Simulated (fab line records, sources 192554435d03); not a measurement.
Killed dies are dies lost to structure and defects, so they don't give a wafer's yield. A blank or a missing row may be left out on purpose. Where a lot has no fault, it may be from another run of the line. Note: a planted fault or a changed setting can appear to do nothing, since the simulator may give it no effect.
Which tool is to blame? ; flow n5Finfet ; Sampling: 12 lots, 36 wafers, 3 of 1938 route steps

WHAT EACH GAUGE READ, for each wafer
N5_BEOL_M11_THK_MEAS_53: measures by xrf.
lot;measured;on;M11_THK (nm)
L273;day 11 01:12;filmMetro-01;144.3 148.1 145.6
L274;day 11 01:28;filmMetro-01;141.5 144.7 146.0
L272;day 11 04:54;filmMetro-01;147.5 142.6 146.0
L275;day 11 09:40;filmMetro-02;144.4 143.5 143.9
L276;day 11 09:56;filmMetro-01;142.5 147.1 139.7
L277;day 12 08:42;filmMetro-01;141.1 141.3 144.5
L280;day 12 21:36;filmMetro-01;144.4 145.6 144.2
L283;day 13 09:15;filmMetro-01;144.2 144.3 144.4
L282;day 13 10:06;filmMetro-01;145.2 145.0 145.0
L284;day 13 17:46;filmMetro-02;140.0 144.7 137.3
L285;day 13 18:49;filmMetro-01;143.0 146.7 136.8
L286;day 14 04:59;filmMetro-01;146.9 145.1 145.3

N5_BEOL_M11_INSPECT_58: inspects for defects (darkfield).
lot;measured;on;rawDefectCount
L273;day 11 01:22;defectInspect-02;74 49 97
L274;day 11 01:37;defectInspect-01;52 103 55
L272;day 11 05:03;defectInspect-02;49 57 48
L275;day 11 09:49;defectInspect-02;52 70 28
L276;day 11 10:05;defectInspect-02;58 49 62
L277;day 12 08:52;defectInspect-01;59 73 114
L280;day 12 21:45;defectInspect-01;35 53 66
L283;day 13 09:27;defectInspect-02;49 56 73
L282;day 13 10:15;defectInspect-01;94 95 62
L284;day 13 17:56;defectInspect-01;41 39 63
L285;day 13 18:58;defectInspect-01;62 55 49
L286;day 14 05:08;defectInspect-02;47 54 89

WHICH TOOL RAN EACH LOT (tool, then ch and the chambers of the sampled wafers, then the start)
lot;N5_BEOL_M11_ANNEAL_51
L273;rtpAnneal-01 ch 0, day 11 00:36
L274;rtpAnneal-01 ch 0, day 11 00:52
L272;rtpAnneal-01 ch 0, day 11 04:19
L275;rtpAnneal-01 ch 0, day 11 09:04
L276;rtpAnneal-01 ch 0, day 11 09:20
L277;rtpAnneal-01 ch 0, day 12 08:08
L280;rtpAnneal-02 ch 0, day 12 21:00
L283;rtpAnneal-01 ch 0, day 13 08:42
L282;rtpAnneal-02 ch 0, day 13 09:35
L284;rtpAnneal-02 ch 0, day 13 17:15
L285;rtpAnneal-01 ch 0, day 13 18:13
L286;rtpAnneal-02 ch 0, day 14 04:23
- N5_BEOL_M11_ANNEAL_51: time 90 s.

AS READ BY THE TOOLS THEMSELVES (means over the sampled wafers that have a number; for cases with no such wafer, the mark the record gives instead)
N5_BEOL_M11_ANNEAL_51.
lot;tool;wafer_temp_C_max
L273;rtpAnneal-01;226.3
L274;rtpAnneal-01;226.3
L272;rtpAnneal-01;226.0
L275;rtpAnneal-01;226.1
L276;rtpAnneal-01;226.4
L277;rtpAnneal-01;226.3
L280;rtpAnneal-02;226.4
L283;rtpAnneal-01;226.1
L282;rtpAnneal-02;226.6
L284;rtpAnneal-02;226.4
L285;rtpAnneal-01;225.9
L286;rtpAnneal-02;226.5

THE ANSWER, worked out from the rows above alone
Rule: usual is defined by the lots themselves. The widest of any qualifying gaps counts: lots, ordered by their means at a reading, are off when they make up no more than a third of the lots, leave a main group of 4 or more, and stand apart from it by 3 or more times the standard deviation of that group's means. Not used: any main group whose means are identical at the precision the tables above print for the reading. Also off: a lot with no number at a reading for which 4 or more lots have one. The other lots that the step has rows for count as sound. After the gauges, taken in route order, come the tools' own readings; for these a lot's mean is taken, as printed above. At the first step where some lot is off, the reading lying furthest off is the one used; lots without a number count as furthest.
Nothing can be told from this: no lot is off at any reading shown.

WHAT THE SIMULATOR PUT IN
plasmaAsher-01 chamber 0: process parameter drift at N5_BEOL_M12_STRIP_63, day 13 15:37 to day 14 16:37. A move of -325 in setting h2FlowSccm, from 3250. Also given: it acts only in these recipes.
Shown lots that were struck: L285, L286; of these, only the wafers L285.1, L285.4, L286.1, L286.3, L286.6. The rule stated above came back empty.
